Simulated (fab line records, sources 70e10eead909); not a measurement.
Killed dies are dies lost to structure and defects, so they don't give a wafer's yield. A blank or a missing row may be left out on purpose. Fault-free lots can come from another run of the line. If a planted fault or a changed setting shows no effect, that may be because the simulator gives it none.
Comparing a struck lot with a sound one || flow nand harc || 14 steps out of a route of 1302
Sound: these wafers, L765.3, L765.4, L765.6. Wafers L770.3, L770.5, L770.6 were the ones struck. The cause is named last.
Each step with rows lists, per side, the tool, then ch with its chambers, then its first start. Under that, the readings that differ: sound wafers || struck wafers || difference of the means || sigmas: that difference in standard deviations of wafers without a fault.
alike: words and numbers the same on both sides, and readings whose means are apart by under 2 such deviations; not compared: readings that were withheld, readings missing a value for some wafer, numbers with overlapping values and no deviation given by the record, and bounds like >300 which may hide the same value.
A row with sigmas, a row that says differs or no value, or rows on one side alone: a step with any of these is where the two part. Non-overlapping numbers with no deviation appear without sigmas and do not part them. A reading that every wafer of one side lacks parts them only if that side has two wafers or more.

first, 3 steps without rows for these wafers: NHARC_A_DECK1_JOINT_WET_10 (chemistry H3PO4, time 86 s); NHARC_A_DECK1_JOINT_ETCH_11 (etches SiO2 in dHF, target depth 35 nm); NHARC_A_DECK1_JOINT_CVD_12 (deposits poly-Si, target thk 90 nm, time 1800 s).
NHARC_A_DECK1_JOINT_CMP_13: polishes, target thk 51.023 nm.
  sound on cmp-02 ch 1,2, day 11 16:14; struck on cmp-02 ch 0,3, day 14 18:32
  alike: motor current A, time to endpoint s
  not compared: pad life wafers
NHARC_A_DECK1_JOINT_THK_MEAS_14: measures by ellipsometry.
  sound: film metro-02 at day 11 16:28; struck: film metro-01 at day 14 18:47
  alike: thk nm
after that, 1 step had no rows for these wafers: NHARC_A_DECK1_JOINT_SRD_04.
NHARC_A_DECK1_JOINT_ETCHBACK_00: etches the open film in HBr, target depth 30 nm, time 17.4 s.
  sound on rie si-01 ch 2,3, day 11 16:35; struck on rie si-01 ch 1,2, day 14 18:55
  alike: drypump motor current A, oes product au, throttle valve pct
  not compared: rf hours counter h
then, 5 steps without rows for these wafers: NHARC_A_DECK1_JOINT_PRECLEAN_30 (cleans in SC1); NHARC_A_DECK1_JOINT_SRD_31; NHARC_A_DECK1_JOINT_CVD_34 (deposits SiNx, target thk 20 nm); NHARC_A_DECK1_JOINT_DEP_06 (deposits SiOx, target thk 80 nm); NHARC_A_DECK1_JOINT_CURE_26 (time 32 s).
NHARC_A_DECK1_JOINT_ANNEAL_27: time 3600 s.
  sound on furnace-02 ch 0, day 12 04:39; struck on furnace-05, day 15 06:56
  no value came back on the struck wafers for densification p h2o torr (Torr), ramp up c per min, tube_center_temp_C_max, zone power top pct (%); on the sound wafers densification p h2o torr (Torr) reads 641.6 641.5 641.1
then, 1 step without rows for these wafers: NHARC_A_DECK1_JOINT_ANNEAL_28 (time 1800 s).

== WHERE THEY PART ==
Only at NHARC_A_DECK1_JOINT_ANNEAL_27, as far as this record shows.

WHY: the cause the simulator had injected
Whole step skipped at NHARC_A_DECK1_JOINT_ANNEAL_27 on furnace-05, starting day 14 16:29. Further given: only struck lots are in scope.
